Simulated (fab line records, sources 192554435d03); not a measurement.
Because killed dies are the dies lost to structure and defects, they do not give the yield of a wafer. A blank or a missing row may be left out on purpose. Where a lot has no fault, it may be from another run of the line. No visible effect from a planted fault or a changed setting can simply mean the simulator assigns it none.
Split-lot trial / flow n5-finfet / on a route of 1938 steps: 7 lots, 21 wafers read

## THE SPLIT ITSELF
At N5_BEOL_M1_EXPOSE_08 (exposes mask M1), the setting dose-mj was moved away from the recipe's 33 on 6 of the 21 wafers read, by -5.8% to +5.3%. All remaining wafers had this setting at the recipe value.

## FROM THE SPLIT TO THE READING: what the file shows between them, 17 steps
- N5_BEOL_M1_PEB_09: peb time 60 s
- N5_BEOL_M1_DEVELOP_10: develop time 30 s
- N5_BEOL_M1_CD_MEAS_11: target cd 17.05 nm
- N5_BEOL_M1_DESCUM_16: chemistry O2, time 7 s
- N5_BEOL_M1_ETCH_74: etches underlayer in N2/H2, target depth 6.5 nm, time 5.2 s
- N5_BEOL_M1_ETCH_63: etches SiARC in CF4, target depth 15.6 nm, time 26 s
- N5_BEOL_M1_ETCH_64: etches SOC in N2/H2, target depth 75 nm, overetch 15 nm, time 112.5 s
- N5_BEOL_M1_STRIP_65: strips in N2/H2
- N5_BEOL_M1_STRIP_75: strips in N2/H2
- N5_BEOL_M1_STRIP_66: strips in CF4
- N5_BEOL_M1_HM_OPEN_17: chemistry Cl2/BCl3, target TiN, target depth 20 nm, overetch 6 nm
- N5_BEOL_M1_STRIP_19: strips in O2
- N5_BEOL_M1_CD_MEAS_18: pitch 36 nm, target cd 18 nm
- N5_BEOL_M1_COAT_67: time 60 s, resist thk 60 nm
- N5_BEOL_M1_COAT_68: time 60 s, resist thk 12 nm
- N5_BEOL_M1_PRECLEAN_42: cleans in residue remover, time 60 s
- N5_BEOL_M1_SRD_43: time 30 s

## THE READING
cd-nm, in nm, at N5_BEOL_M1_CD_MEAS_35 (target cd 18 nm, target cd y 21 nm). Typical for fault-free wafers on this fab line: 17.96 nm, with standard deviation 0.27 nm.

wafer=L074.3; tool, chamber at the split=euv-scanner-01, 0; dose-mj as run=33; against the recipe=recipe; cd-nm, nm=17.88; against lot-mates on the recipe=-
wafer=L074.4; tool, chamber at the split=euv-scanner-01, 0; dose-mj as run=31.09; against the recipe=-5.8%; cd-nm, nm=16.45; against lot-mates on the recipe=-1.43
wafer=L074.5; tool, chamber at the split=euv-scanner-01, 0; dose-mj as run=31.09; against the recipe=-5.8%; cd-nm, nm=16.83; against lot-mates on the recipe=-1.05
wafer=L080.1; tool, chamber at the split=euv-scanner-02, 0; dose-mj as run=34.74; against the recipe=+5.3%; cd-nm, nm=18.74; against lot-mates on the recipe=+0.70
wafer=L080.2; tool, chamber at the split=euv-scanner-02, 0; dose-mj as run=33; against the recipe=recipe; cd-nm, nm=18.33; against lot-mates on the recipe=-
wafer=L080.3; tool, chamber at the split=euv-scanner-02, 0; dose-mj as run=33; against the recipe=recipe; cd-nm, nm=17.75; against lot-mates on the recipe=-
wafer=L083.1; tool, chamber at the split=euv-scanner-01, 0; dose-mj as run=33; against the recipe=recipe; cd-nm, nm=18.26; against lot-mates on the recipe=-
wafer=L083.4; tool, chamber at the split=euv-scanner-01, 0; dose-mj as run=33; against the recipe=recipe; cd-nm, nm=18.03; against lot-mates on the recipe=-
wafer=L083.6; tool, chamber at the split=euv-scanner-01, 0; dose-mj as run=33; against the recipe=recipe; cd-nm, nm=18.06; against lot-mates on the recipe=-
wafer=L087.2; tool, chamber at the split=euv-scanner-01, 0; dose-mj as run=34.35; against the recipe=+4.1%; cd-nm, nm=18.76; against lot-mates on the recipe=+0.61
wafer=L087.4; tool, chamber at the split=euv-scanner-01, 0; dose-mj as run=33; against the recipe=recipe; cd-nm, nm=18.28; against lot-mates on the recipe=-
wafer=L087.6; tool, chamber at the split=euv-scanner-01, 0; dose-mj as run=33; against the recipe=recipe; cd-nm, nm=18.02; against lot-mates on the recipe=-
wafer=L090.3; tool, chamber at the split=euv-scanner-02, 0; dose-mj as run=33; against the recipe=recipe; cd-nm, nm=17.87; against lot-mates on the recipe=-
wafer=L090.4; tool, chamber at the split=euv-scanner-02, 0; dose-mj as run=31.73; against the recipe=-3.8%; cd-nm, nm=16.94; against lot-mates on the recipe=-0.93
wafer=L090.6; tool, chamber at the split=euv-scanner-02, 0; dose-mj as run=31.73; against the recipe=-3.8%; cd-nm, nm=17.11; against lot-mates on the recipe=-0.76
wafer=L091.1; tool, chamber at the split=euv-scanner-01, 0; dose-mj as run=33; against the recipe=recipe; cd-nm, nm=18.41; against lot-mates on the recipe=-
wafer=L091.5; tool, chamber at the split=euv-scanner-01, 0; dose-mj as run=33; against the recipe=recipe; cd-nm, nm=18.50; against lot-mates on the recipe=-
wafer=L091.6; tool, chamber at the split=euv-scanner-01, 0; dose-mj as run=33; against the recipe=recipe; cd-nm, nm=17.86; against lot-mates on the recipe=-
wafer=L094.1; tool, chamber at the split=euv-scanner-01, 0; dose-mj as run=33; against the recipe=recipe; cd-nm, nm=18.05; against lot-mates on the recipe=-
wafer=L094.3; tool, chamber at the split=euv-scanner-01, 0; dose-mj as run=33; against the recipe=recipe; cd-nm, nm=17.87; against lot-mates on the recipe=-
wafer=L094.4; tool, chamber at the split=euv-scanner-01, 0; dose-mj as run=33; against the recipe=recipe; cd-nm, nm=18.06; against lot-mates on the recipe=-

THE FIT
A straight line over all 21 wafers: cd-nm changes by +0.215 nm for each +1% of dose-mj; r = +0.92; the points scatter about the line by 0.24 nm.
The same after taking each lot's own level away (the mean of its wafers on the recipe; 21 wafers): +0.188 nm for each +1%; r = +0.93; scatter 0.19 nm.
On that fit, the largest move of dose-mj shifts the reading by 1.1 nm.
The span of the lots' own levels, 17.870 to 18.257 nm, comes to 1.4 times the standard deviation stated above.
Thus the slope moves with the lot-to-lot level: the two fits are different.
Check: with one of the wafers moved furthest among these (-5.8%) left out of the fit, the line predicts -1.04 nm for it against its lot-mates. It came out at -1.43 nm against them.

## THE WHOLE CHAIN: every reading that the file lists as answering this split, in the file's order
step=N5_BEOL_M1_CD_MEAS_11; what it does=target cd 17.05 nm; reading=cd-nm; change (the file's fit)=+0.194 nm for each +1% of the setting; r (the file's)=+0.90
step=N5_BEOL_M1_ETCH_74; what it does=etches underlayer in N2/H2, target depth 6.5 nm, time 5.2 s; reading=BEOL_M1.cd-offset-nm (the simulator's own value, which no gauge read); change (the file's fit)=+0.195 nm for each +1% of the setting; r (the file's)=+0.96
step=N5_BEOL_M1_ETCH_63; what it does=etches SiARC in CF4, target depth 15.6 nm, time 26 s; reading=BEOL_M1.cd-offset-nm (the simulator's own value, which no gauge read); change (the file's fit)=+0.178 nm for each +1% of the setting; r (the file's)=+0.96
step=N5_BEOL_M1_HM_OPEN_17; what it does=chemistry Cl2/BCl3, target TiN, target depth 20 nm, overetch 6 nm; reading=BEOL_M1.cd-offset-nm (the simulator's own value, which no gauge read); change (the file's fit)=+0.207 nm for each +1% of the setting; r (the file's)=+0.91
step=N5_BEOL_M1_CD_MEAS_18; what it does=pitch 36 nm, target cd 18 nm; reading=cd-nm; change (the file's fit)=+0.202 nm for each +1% of the setting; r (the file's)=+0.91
step=N5_BEOL_M1_CD_MEAS_35; what it does=target cd 18 nm, target cd y 21 nm; reading=cd-nm; change (the file's fit)=+0.179 nm for each +1% of the setting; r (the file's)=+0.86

## THE FILE'S OWN FIT
cd-nm changes by +0.179 nm for each +1% of dose-mj, r = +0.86.
